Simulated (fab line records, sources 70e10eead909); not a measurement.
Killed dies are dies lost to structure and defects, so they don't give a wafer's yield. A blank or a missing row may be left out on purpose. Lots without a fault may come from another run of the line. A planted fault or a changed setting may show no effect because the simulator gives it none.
A struck lot beside a sound one | flow nand_harc | 14 steps out of a route of 1302
Sound: wafers L461.1, L461.2, L461.4. Struck: wafers L477.1, L477.4, L477.6. The cause comes at the end.
At each step with rows: each side's tool, then ch and its chambers, then its first start. Under that, the readings that differ: sound wafers | struck wafers | difference of the means | sigmas: that difference in standard deviations of wafers without a fault.
alike: readings whose means differ by less than 2 such deviations, and words and numbers that are the same on both sides. not compared: withheld readings, readings that some wafer has no value for, bounds like >300 that may hide the same value, and numbers for which the record gives no deviation and whose values overlap.
The two part at a step that has a row with sigmas, a row that says differs or no value, or rows on one side only. Numbers that don't overlap but have no deviation are shown without sigmas and don't part them. A reading that every wafer of one side lacks parts them only if that side has two wafers or more.

NHARC_A_STAIRCASE_CMP_472: polishes SiO2.
  sound on cmp-02 ch 0,1,3, day 21 09:23; struck on cmp-02 ch 1,2,3, day 27 18:36
  alike: motor_current_A
then, 1 step without rows for these wafers: NHARC_A_STAIRCASE_SRD_474.
NHARC_A_STAIRCASE_INSPECT_155:
  sound on defect_inspect-01, day 21 09:44; struck on defect_inspect-01, day 27 18:55
  alike: raw_defect_count
NHARC_A_SGD_CUT_DEP_00: deposits SiNx, target thk 50 nm.
  sound on pecvd-04 ch 0,1, day 21 09:50; struck on pecvd-03 ch 0,1, day 27 19:01
  alike: heater_power_w, rf_fwd_power_W
then, 7 steps without rows for these wafers: NHARC_A_SGD_CUT_DEHYDRATE_01 (time 120 s); NHARC_A_SGD_CUT_HMDS_02 (time 30 s); NHARC_A_SGD_CUT_COAT_56 (time 75 s); NHARC_A_SGD_CUT_COAT_57 (time 65 s); NHARC_A_SGD_CUT_COAT_03 (resist thk 90 nm); NHARC_A_SGD_CUT_SOFTBAKE_04 (time 55 s); NHARC_A_SGD_CUT_EBR_05.
NHARC_A_SGD_CUT_EXPOSE_06: exposes mask SGD.
  sound on arfi_scanner-03 ch 0, day 21 10:23; struck on arfi_scanner-02 ch 0, day 27 19:26
  reading              | sound             | struck            | difference | sigmas
  exposure_dose_mJ_cm2 | 85.58 85.52 85.71 | 86.95 87.11 87.02 | +1.42      | +16
  alike: mask
then, 2 steps without rows for these wafers: NHARC_A_SGD_CUT_PEB_07 (peb time 65 s); NHARC_END_SORT_01.

WHERE THEY PART
Only at NHARC_A_SGD_CUT_EXPOSE_06, within this record.

WHY: what the simulator had put in
Process parameter drift: arfi_scanner-02, from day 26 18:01 on, at NHARC_A_SGD_CUT_EXPOSE_06. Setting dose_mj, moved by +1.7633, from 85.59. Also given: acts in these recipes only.
